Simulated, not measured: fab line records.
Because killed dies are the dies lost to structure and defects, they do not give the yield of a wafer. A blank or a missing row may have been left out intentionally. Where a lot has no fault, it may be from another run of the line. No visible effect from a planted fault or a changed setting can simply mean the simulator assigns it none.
Matching of chambers | flow n5 finfet | ald sin-01 running N5_BEOL_M2_ALD_98: 4 sister chambers
The step deposits SiO2, target thk 2.5 nm, pulse time 1 s, co reactant pulse time 1 s. 4 wafers are shown with their chamber, then 12 later ones without.

== WAFERS, EACH WITH ITS CHAMBER ==
wafer  | chamber | heater power w (W)
L084.2 | 2       | 71
L085.1 | 3       | 81
L085.2 | 0       | 73
L085.3 | 1       | 82

== WAFERS WITH NO CHAMBER GIVEN ==
wafer  | heater power w (W)
L088.1 | 83
L088.4 | 72
L088.5 | 82
L087.3 | 75
L087.4 | 84
L087.5 | 81
L092.1 | 74
L092.2 | 84
L092.5 | 81
L096.2 | 72
L096.5 | 74
L096.6 | 84

== EACH ONE'S CHAMBER ==
wafer  | from the rows above     | in truth
L088.1 | can't be placed: 1 or 3 | 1
L088.4 | can't be placed: 0 or 2 | 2
L088.5 | can't be placed: 1 or 3 | 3
L087.3 | can't be placed: 0 or 2 | 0
L087.4 | can't be placed: 1 or 3 | 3
L087.5 | can't be placed: 3 or 1 | 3
L092.1 | can't be placed: 0 or 2 | 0
L092.2 | can't be placed: 1 or 3 | 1
L092.5 | can't be placed: 3 or 1 | 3
L096.2 | can't be placed: 0 or 2 | 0
L096.5 | can't be placed: 0 or 2 | 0
L096.6 | can't be placed: 1 or 3 | 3
Correctly placed: 0 of 12. These rows do not allow placing 12 (true chamber among the candidates in 12). Placed wrongly: 0.
How it was worked out, from the rows above alone: a wafer's distance from a chamber is the root of the sum, over the readings, of the square of ((its reading less the chamber's mean) divided by the reading's scatter). The wafer belongs to the nearest chamber; if the next one is less than 2 further off, it can't be placed. A chamber's mean is the mean of its shown wafers. The scatter: with one shown wafer a chamber, the root of the mean of the squares of how far each hidden wafer lies from its nearest shown one.
